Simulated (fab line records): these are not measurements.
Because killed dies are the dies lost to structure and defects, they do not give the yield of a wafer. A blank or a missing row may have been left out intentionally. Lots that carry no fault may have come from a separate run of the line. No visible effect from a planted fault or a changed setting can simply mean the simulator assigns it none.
Split-lot experiment	flow n5Finfet	21 wafers read across 7 lots, on a route 1938 steps long

ABOUT THE SPLIT
At N5_MOL_CONTACT_COAG_ETCH_124 (etches SiNx in CH3F/O2, stops on SiOC, target depth 6.5 nm), the setting sourceW was moved away from the recipe's 395 W on 8 of the 21 wafers read, by -14.1% to +9.7%. All remaining wafers had this setting at the recipe value.

The split's own step is where the reading is taken.

THE READING
rfVppV, in V, at N5_MOL_CONTACT_COAG_ETCH_124 (etches SiNx in CH3F/O2, stops on SiOC, target depth 6.5 nm). A value of 298 V with a standard deviation of 3.4 V is what fault-free wafers of this fab line usually give.

wafer	tool, chamber at the split	sourceW as run, W	against the recipe	rfVppV, V	against lot-mates on the recipe
L074.4	rieDiel-01, 3	433.4	+9.7%	287	-11
L074.5	rieDiel-01, 0	433.4	+9.7%	291	-7
L074.6	rieDiel-01, 3	395	recipe	298	-
L075.2	rieDiel-01, 2	395	recipe	296	-
L075.3	rieDiel-01, 3	339.3	-14.1%	320	+20
L075.6	rieDiel-01, 0	395	recipe	303	-
L078.2	rieDiel-06, 3	395	recipe	298	-
L078.4	rieDiel-06, 1	395	recipe	304	-
L078.6	rieDiel-06, 2	395	recipe	299	-
L080.1	rieDiel-04, 1	421.9	+6.8%	284	-17
L080.4	rieDiel-04, 2	395	recipe	301	-
L080.5	rieDiel-04, 3	421.9	+6.8%	293	-8
L084.3	rieDiel-01, 1	395	recipe	298	-
L084.4	rieDiel-01, 2	395	recipe	295	-
L084.5	rieDiel-01, 0	395	recipe	301	-
L088.1	rieDiel-04, 3	395	recipe	302	-
L088.3	rieDiel-04, 2	428.5	+8.5%	289	-13
L088.4	rieDiel-04, 1	428.5	+8.5%	283	-19
L096.1	rieDiel-01, 1	358.3	-9.3%	312	+17
L096.2	rieDiel-01, 2	395	recipe	294	-
L096.6	rieDiel-01, 2	395	recipe	296	-

THE FIT
A straight line over all 21 wafers: rfVppV changes by -1.37 V for each +1% of sourceW; r = -0.92; the points scatter about the line by 3.4 V.
The same after taking each lot's own level away (the mean of its wafers on the recipe; 21 wafers): -1.5 V for each +1%; r = -0.93; scatter 3.5 V.
That fit puts the effect of the largest move of sourceW on the reading at 21 V.
From 295.0 to 302.0 V: that is the span of the lots' own levels, equal to 2.1 times the standard deviation above.
Consequently the slope shifts little with the lot-to-lot level, the two slopes agreeing.
Check: for one of the wafers moved furthest among these (-14.1%), held out of the fit, the line's prediction against its lot-mates is +21.8 V. Against them it came out at +20.5 V.
Tool readings at the split's step, against how far the setting was moved: rfVppV r = -0.92.

THESE WAFERS: OTHER SPLITS
Note: prior to the reading, these wafers also went through further splits. Each is held against what the fit with the lots' levels taken away leaves over:
other split on the same wafers	wafers away from the commonest value	r with rfVppV (lot level and that fit taken away)
N5_SDB_COAT_04 timeS	10	+0.37
N5_HKMG_FIN_ETCH_31 biasW	7	+0.39
N5_HKMG_FIN_COAT_85 spinRpm	8	+0.31
N5_MOL_CONTACT_COAG_COAT_75 spinRpm	8	+0.19
N5_MOL_CONTACT_COAG_COAT_76 spinRpm	7	+0.25
N5_MOL_CONTACT_COAG_ALD_133 aldCycles	5	+0.14

FILE'S OWN FIT
rfVppV changes by -1.49 V for each +1% of sourceW, r = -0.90.
